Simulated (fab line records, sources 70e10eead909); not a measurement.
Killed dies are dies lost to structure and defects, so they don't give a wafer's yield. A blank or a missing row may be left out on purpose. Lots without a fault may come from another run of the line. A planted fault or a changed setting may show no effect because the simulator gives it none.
fab line records | flow nand_harc
record lots=13 wafers=37 last_day=32
route steps=1302 shown P_BONDPAD@367 A_ZERO_WELL@405 A_ONON_D1@438 END@1302
lots that met no fault: from a run of the same line without faults
start_h: hours from the record's first day to the start of the lot's first wafer shown | wait_h: hours since the lot's step before | " the same as in the row above | L1.1+2: a row that stands for several wafers | - no value, or no start given | * or withheld: withheld | < > ~ a bound
route shown NAME@n: a module of which the file shows steps, and the number in the route of the first | usual: mean/standard deviation of fault-free wafers | same: alike in all rows | chamber/n: place in a boat | sites: the reading at each site | _std_site: their standard deviation | _edge_site: outer sites' mean less inner sites' | radius_mm: how far each site lies from the wafer's centre | mask NAME#n: copy n | behind: the tool/chamber that last shaped the wafer | hold: why the lot was held/for how many hours/how that ended | device: the transistor (n, p or np) that didn't switch | end of line: the same wafers' tests at the end of the route | a step without rows: its recipe alone | killed: dies lost to structure and defects at the first sort, not the wafer's yield | map: a wafer's dies, x killed, . not, _ none there
set.NAME: the setting as run; set.NAME@STEP: as run at that earlier step | model.NAME: the simulator's own value behind a step, which no gauge read
steps of the route over a sample of lots; a table a step, a row a wafer
services: from which hour (start_h, from the record's first day; less than 0 if before it) a tool's chamber was out of use, for how many hours, and why
## steps
# step NHARC_P_BONDPAD_DESCUM_11
# recipe time_s=3 o2_flow_sccm=200 ar_flow_sccm=0 bias_power_w=0 chemistry=O2
# usual drypump_motor_current_A=5.6/0.5 oes_product_au=1.003/0.01 rf_vpp_V=57.9/0.87 showerhead_plenum_p_Torr=1.93/0.088 throttle_valve_pct=11.311/0.0087
# columns lot.wafer tool chamber start_h wait_h drypump_motor_current_A oes_product_au rf_hours_counter_h rf_vpp_V showerhead_plenum_p_Torr throttle_valve_pct
L956.2 rie_diel-08 0 135.48 - 5.9 1.010 6.3 57.6 2.03 11.323
L956.5 " 0 " " 5.9 1.015 - 58.7 2.03 11.311
L956.6 " 1 " " 5.5 1.003 - 57.5 1.81 11.310
L958.1 rie_diel-13 1 159.40 - 5.1 1.018 3.4 57.1 1.83 11.304
L958.3 " 2 " " 6.1 1.006 4.1 56.7 1.85 11.315
L958.5 " 2 " " 6.1 1.014 - 57.0 1.84 11.293
L959.1 rie_diel-13 1 162.69 - 5.1 1.009 3.4 58.0 1.83 11.309
L959.3 " 3 " " 6.1 1.000 3.6 57.1 1.84 11.316
L959.6 " 0 " " 5.6 1.015 - 57.3 2.02 11.322
L960.4 rie_diel-03 1 169.82 - 6.3 0.995 3.7 57.5 1.91 11.307
L960.5 " 2 " " 4.8 0.997 - 58.2 2.03 11.305
L960.6 " 3 " " 4.8 1.006 - 58.4 2.02 11.316
L963.3 rie_diel-13 0 202.13 - 5.6 1.006 0.8 59.3 2.02 11.316
L963.2 " 2 " " 6.1 0.995 0.8 56.5 1.84 11.327
L963.5 " 2 " " 6.1 0.992 - 56.3 1.84 11.297
L964.2 rie_diel-08 2 215.18 - 5.9 1.001 0.3 56.6 1.86 11.313
L964.5 " 2 " " 5.9 1.001 - 58.4 1.86 11.297
L964.6 " 3 " " 6.1 1.016 - 58.6 1.96 11.300
L966.5 rie_diel-08 3 241.73 - 6.1 1.008 - 57.9 1.96 11.311
L966.4 " 0 " " 5.9 1.017 - 58.9 2.03 11.300
L966.6 " 1 " " 5.5 1.016 - 57.5 1.81 11.301
L967.3 rie_diel-08 1 247.51 - 5.5 1.001 2.4 56.2 1.81 11.311
L967.2 " 0 " " 5.9 1.010 2.1 58.7 2.03 11.313
L967.5 " 0 " " 5.9 1.003 - 58.9 2.03 11.308
L969.3 rie_diel-08 1 266.52 - 5.4 1.019 4.2 56.7 1.81 11.302
L969.2 " 2 " " 5.9 1.000 2.5 57.3 1.86 11.321
L969.1 " 3 " " 6.1 1.007 4.3 58.2 1.96 11.310
L973.3 rie_diel-03 3 301.39 - 4.8 1.012 1.1 58.5 2.02 11.314
L973.1 " 0 " " 5.0 0.988 1.1 59.1 2.05 11.304
L973.5 " 3 " " 4.8 1.003 - 56.9 2.02 11.301
L974.1 rie_diel-13 3 316.34 - 6.1 1.013 3.0 57.5 1.84 11.304
L974.2 " 1 " " 5.0 1.006 3.9 57.7 1.83 11.305
L975.3 rie_diel-13 2 325.62 - 6.2 0.991 4.2 57.3 1.84 11.308
L975.1 " 3 " " 6.1 0.996 3.1 56.8 1.84 11.312
L975.4 " 0 " " 5.6 1.005 3.4 58.0 2.02 11.308
L977.4 rie_diel-08 1 339.29 - 5.5 1.007 7.6 57.7 1.81 11.308
L977.3 " 2 " " 5.9 0.995 6.2 57.2 1.86 11.285
# step NHARC_P_BONDPAD_DEGAS_25
# recipe temp_c=300 time_s=60
# usual heater_power_w=459/48
# columns lot.wafer tool chamber start_h wait_h heater_power_w
L956.2 pvd_sputter-02 - 136.47 - 367
L956.5 " - " " 370
L956.6 " - " " 443
L958.1 pvd_sputter-02 - 160.34 - 413
L958.3 " - " " 365
L958.5 " - " " 424
L959.1 pvd_sputter-01 - 163.61 - 493
L959.3 " - " " 430
L959.6 " - " " 510
L960.4 pvd_sputter-01 - 170.73 - 422
L960.6 " - " " 407
L960.5 " - " " 424
L963.2 pvd_sputter-01 - 203.12 - 528
L963.3 " - " " 412
L963.5 " - " " 419
L964.2 pvd_sputter-01 - 216.12 - 476
L964.6 " - " " 487
L964.5 " - " " 513
L966.4 pvd_sputter-03 - 242.69 - 488
L966.5 " - " " 524
L966.6 " - " " 416
L967.3 pvd_sputter-02 - 248.50 - 373
L967.2 " - " " 449
L967.5 " - " " 365
L969.3 pvd_sputter-02 - 267.51 - 434
L969.1 " - " " 420
L969.2 " - " " 365
L973.3 pvd_sputter-02 - 302.31 - 428
L973.1 " - " " 372
L973.5 " - " " 374
L974.2 pvd_sputter-01 - 317.28 - 503
L974.1 " - " " 477
L975.1 pvd_sputter-01 - 326.56 - 482
L975.4 " - " " 441
L975.3 " - " " 449
L977.3 pvd_sputter-03 - 340.22 - 511
L977.4 " - " " 534
# step NHARC_A_ZERO_WELL_ETCH_13
# recipe target_depth_a=1200 time_s=40.1 hbr_flow_sccm=150 cl2_flow_sccm=50 rf_w=400 icp_w=400 bias_w=100 chemistry=HBr/Cl2
# usual bias_w=100.0/0.31 drypump_motor_current_A=5.8/0.38 oes_product_au=0.998/0.01 throttle_valve_pct=26.406/0.0097
# columns lot.wafer tool chamber start_h wait_h bias_w drypump_motor_current_A oes_product_au rf_hours_counter_h throttle_valve_pct
L956.2 rie_si-06 2 139.80 - 99.9 5.9 1.013 0.4 26.404
L956.5 " 3 " " 100.1 6.1 1.003 - 26.401
L956.6 " 0 " " 100.1 5.7 0.990 - 26.403
L958.1 rie_si-04 3 164.36 - 99.7 6.0 0.982 1.1 26.414
L958.3 " 0 " " 100.1 6.0 0.990 1.1 26.413
L958.5 " 0 " " 99.9 6.0 0.994 - 26.401
L959.3 rie_si-01 3 166.90 - 99.6 5.4 1.003 0.8 26.400
L959.1 " 0 " " 100.2 5.6 0.992 0.7 26.415
L959.6 " 0 " " 99.9 5.6 0.993 - 26.402
L960.4 rie_si-01 2 174.09 - 100.1 5.7 1.001 0.8 26.411
L960.5 " 1 " " 99.6 5.1 0.998 - 26.404
L960.6 " 2 " " 100.0 5.7 0.997 - 26.422
L963.3 rie_si-06 3 206.28 - 99.7 6.1 1.006 0.9 26.406
L963.2 " 2 " " 99.9 5.9 1.005 0.9 26.425
L963.5 " 0 " " 100.4 5.7 0.991 - 26.405
L964.2 rie_si-06 2 219.31 - 100.1 5.9 1.013 0.9 26.424
L964.6 " 1 " " 99.9 6.7 0.989 - 26.405
L964.5 " 2 " " 100.2 5.9 1.012 - 26.409
L966.4 rie_si-01 2 245.99 - 99.9 5.7 1.024 0.2 26.418
L966.6 " 1 " " 100.0 5.1 0.992 - 26.397
L966.5 " 2 " " 99.7 5.7 1.016 - 26.403
L967.2 rie_si-01 3 251.83 - 100.3 5.4 1.005 0.3 26.405
L967.3 " 0 " " 99.8 5.6 0.995 0.3 26.405
L967.5 " 0 " " 100.2 5.6 0.991 - 26.414
L969.1 rie_si-01 2 270.81 - 99.7 5.7 1.018 0.3 26.395
L969.3 " 0 " " 99.9 5.6 0.990 0.4 26.420
L969.2 " 1 " " 99.9 5.1 0.995 0.3 26.393
L973.1 rie_si-01 1 305.62 - 100.3 5.1 0.994 0.6 26.403
L973.3 " 3 " " 100.3 5.4 1.011 0.8 26.404
L973.5 " 1 " " 100.0 5.1 0.982 - 26.397
L974.2 rie_si-06 1 320.55 - 99.8 6.7 0.991 0.3 26.394
L974.1 " 2 " " 100.4 5.9 1.009 0.3 26.391
L975.3 rie_si-01 1 329.93 - 100.3 5.1 0.992 0.8 26.424
L975.1 " 2 " " 99.7 5.7 1.019 0.9 26.400
L975.4 " 3 " " 100.3 5.4 1.008 0.9 26.393
L977.3 rie_si-06 1 343.44 - 99.3 6.7 0.985 0.6 26.412
L977.4 " 2 " " 100.4 5.9 0.991 0.5 26.418
# step NHARC_A_ONON_D1_DEP_19
# recipe target_thk_a=10000 n2_flow_sccm=2750 n2o_flow_sccm=2000 nh3_flow_sccm=500 sih4_flow_sccm=210 temp_c=400
# columns lot.wafer tool chamber start_h wait_h
L956.2+5+6 pecvd_onon-04 0 174.26 0.1
L958.1+3+5 pecvd_onon-04 0 195.93 0.1
L959.1+3+6 pecvd_onon-03 0 195.93 0.1
L960.4+5+6 pecvd_onon-03 0 206.75 0.2
L963.2+3+5 pecvd_onon-04 0 237.61 0.1
L964.2+5+6 pecvd_onon-01 0 251.01 0.1
L966.4+5+6 pecvd_onon-03 0 281.39 0.2
L967.2+3+5 pecvd_onon-04 0 286.75 0.1
L969.1+2+3 pecvd_onon-04 0 302.57 0.1
L973.1+3+5 pecvd_onon-04 0 335.61 0.1
L974.1+2 pecvd_onon-04 0 354.48 0.1
L975.1+3+4 pecvd_onon-01 0 361.89 0.1
L977.3+4 pecvd_onon-04 0 374.33 0.2
# step NHARC_A_ONON_D1_THK_MEAS_21
# recipe thk_meas_gauge=ellipsometry
# usual thk_nm=996/11
# columns lot.wafer tool chamber start_h wait_h thk_nm
L956.2 film_metro-01 - 174.71 - 1006
L956.5 " - " " 1005
L956.6 " - " " 1005
L958.1 film_metro-01 - 196.44 - 981
L958.3 " - " " 981
L958.5 " - " " 982
L959.1 film_metro-01 - 196.44 - 1014
L959.3 " - " " 1012
L959.6 " - " " 1013
L960.4 film_metro-02 - 207.09 - 985
L960.5 " - " " 988
L960.6 " - " " 985
L963.2 film_metro-02 - 238.06 - 996
L963.3 " - " " 996
L963.5 " - " " 997
L964.2 film_metro-01 - 251.47 - 1005
L964.5 " - " " 1005
L964.6 " - " " 1007
L966.4 film_metro-01 - 281.73 - 998
L966.5 " - " " 999
L966.6 " - " " 999
L967.2 film_metro-01 - 287.20 - 1003
L967.3 " - " " 1005
L967.5 " - " " 1004
L969.1 film_metro-01 - 303.08 - 1007
L969.2 " - " " 1009
L969.3 " - " " 1009
L973.1 film_metro-01 - 336.13 - 650
L973.3 " - " " 650
L973.5 " - " " 983
L974.1 film_metro-01 - 355.00 - 679
L974.2 " - " " 1010
L975.1 film_metro-02 - 362.40 - 1001
L975.3 " - " " 1002
L975.4 " - " " 1003
L977.3 film_metro-01 - 374.73 - 663
L977.4 " - " " 994
# step NHARC_END_SORT_01
# recipe temp_c=25
# usual killed_at_array=57/18 killed_at_other=0.9/1.3 killed_at_periphery=3.5/2.2 killed_dies=62/18 killed_open=3.0/1.7 killed_short=2.3/1.5
# same gross_dies=677
# columns lot.wafer tool chamber start_h wait_h killed_at_array killed_at_other killed_at_periphery killed_dies killed_open killed_short
L973.1 prober-01 0 706.39 2.4 676 0 1 677 2 2
L973.3 prober-01 0 707.97 3.0 675 0 2 677 3 0
L973.5 prober-01 0 709.56 3.7 63 0 2 65 2 6
L974.1 prober-01 0 733.07 2.4 672 0 5 677 1 1
L974.2 prober-01 0 733.87 2.7 49 0 5 54 4 0
L977.3 prober-01 0 763.38 3.1 673 1 3 677 2 5
L977.4 prober-01 0 764.17 3.3 66 1 3 70 4 2
# killed by level:class
L973.1 A_ONON_D1:area_dep=598 A_CHANNEL_HOLE_D1:chamber_film_flake=41 A_CHANNEL_HOLE_D2:chamber_film_flake=22 A_CHANNEL_FILL_D1:geometric_particle:short=2 A_SLIT:chamber_film_flake=2 A_STAIRCASE:chamber_film_flake=2 A_CONTACT:chamber_film_flake=2 A_BLC:chamber_film_flake=2
L973.3 A_ONON_D1:area_dep=608 A_CHANNEL_HOLE_D1:chamber_film_flake=37 A_CHANNEL_HOLE_D2:chamber_film_flake=16 A_DECK1_JOINT:chamber_film_flake=4 A_CONTACT:chamber_film_flake=3 A_ZERO_WELL:chamber_film_flake=2 A_SLIT:chamber_film_flake=2 P_M2:geometric_particle:open=1
L973.5 A_CHANNEL_HOLE_D1:chamber_film_flake=29 A_CHANNEL_HOLE_D2:chamber_film_flake=18 A_SLIT:chamber_film_flake=3 A_CONTACT:chamber_film_flake=3 A_ONON_D2:geometric_particle:short=2 A_DECK1_JOINT:geometric_particle:short=1 A_ONON_D2:geometric_particle:open=1 A_CHANNEL_FILL_D2:geometric_particle:open=1
L974.1 A_ONON_D1:area_dep=617 A_CHANNEL_HOLE_D2:chamber_film_flake=32 A_CONTACT:chamber_film_flake=8 A_SLIT:chamber_film_flake=7 P_GATE:chamber_film_flake=4 A_CHANNEL_HOLE_D1:chamber_film_flake=3 A_STAIRCASE:chamber_film_flake=2 A_CHANNEL_HOLE_D2:geometric_particle:short=1
L974.2 A_CHANNEL_HOLE_D2:chamber_film_flake=20 A_CONTACT:chamber_film_flake=9 A_CHANNEL_HOLE_D1:chamber_film_flake=7 A_SLIT:chamber_film_flake=4 P_GATE:chamber_film_flake=2 A_DECK1_JOINT:chamber_film_flake=2 A_STAIRCASE:chamber_film_flake=2 A_WL_FILL:chamber_film_flake=2
L977.3 A_ONON_D1:area_dep=598 A_CHANNEL_HOLE_D2:chamber_film_flake=29 A_CHANNEL_HOLE_D1:chamber_film_flake=13 A_STAIRCASE:chamber_film_flake=8 A_CONTACT:chamber_film_flake=6 A_SLIT:chamber_film_flake=5 A_M1:chamber_film_flake=3 A_CHANNEL_FILL_D1:chamber_film_flake=2
L977.4 A_CHANNEL_HOLE_D2:chamber_film_flake=21 A_CHANNEL_HOLE_D1:chamber_film_flake=10 A_SLIT:chamber_film_flake=10 A_STAIRCASE:chamber_film_flake=9 A_CONTACT:chamber_film_flake=7 A_CHANNEL_FILL_D1:chamber_film_flake=2 P_M0:geometric_particle:open=1 A_CHANNEL_FILL_D1:geometric_particle:open=1
## services
# columns tool chamber start_h hours kind
pecvd_onon-04 - 130.20 13.0 pm
rie_diel-13 0 135.62 14.8 repair
pvd_sputter-02 - 136.79 1.9 repair
rie_diel-13 1 142.03 8.9 repair
pvd_sputter-01 - 147.95 8.1 repair
rie_diel-13 - 165.00 9.0 pm
rie_diel-13 3 183.32 19.9 repair
rie_diel-08 - 190.80 9.0 pm
rie_si-01 - 193.00 9.0 pm
pvd_sputter-02 - 199.90 0.6 repair
rie_si-01 0 218.95 4.8 repair
pvd_sputter-01 - 226.00 10.0 pm
rie_diel-08 2 240.38 14.4 repair
pvd_sputter-01 - 242.89 1.2 repair
rie_diel-08 0 248.12 31.5 repair
rie_diel-08 - 271.13 0.5 repair
pvd_sputter-02 - 282.00 10.0 pm
rie_diel-08 0 288.45 7.4 repair
pecvd_onon-04 - 311.20 13.0 pm
rie_si-01 2 320.28 3.4 repair
rie_si-01 3 323.81 6.0 repair
pvd_sputter-01 - 345.25 0.8 repair
rie_diel-08 - 367.80 9.0 pm
rie_si-01 - 370.00 9.0 pm
## key
first_sign step=NHARC_A_ONON_D1_THK_MEAS_21 reading=thk_nm direction=down sigmas=31 usual=996 struck=660
effect step=NHARC_END_SORT_01 reading=killed_dies direction=up sigmas=35 usual=62 struck=677
more_kills_born_at NHARC_A_ONON_D1_DEP_19@pecvd_onon-04=2421
met_at NHARC_A_ONON_D1_DEP_19
struck_lots L973,L974,L977
struck_wafers L973.1,L973.3,L974.1,L977.3
later_rows_left_out L973.1,L973.3,L974.1,L977.3
tester_left_out L973,L974,L977
not_acting_at NHARC_P_BONDPAD_DESCUM_11,NHARC_P_BONDPAD_DEGAS_25,NHARC_A_ZERO_WELL_ETCH_13
onset_between 302.57 335.61
fault kind=process_parameter_drift tool=pecvd_onon-04 chamber=- onset_h=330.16 steps=NHARC_A_ONON_D1_DEP_19 channel=target_thk_a offset=* shape=step end_h=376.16 scope=struck_wafers_only acts_in=* stated=*
# tester_left_out: of these lots the tester's yield and bins aren't shown, on N5 and GAA mostly nor the transistor test; their killed dies are dies lost to structure and defects alone, not to doping, threshold or leakage, so they don't give the yield
# later_rows_left_out: the simulator's readings of these wafers behind a module that went badly wrong aren't trusted and aren't shown, but for the sort
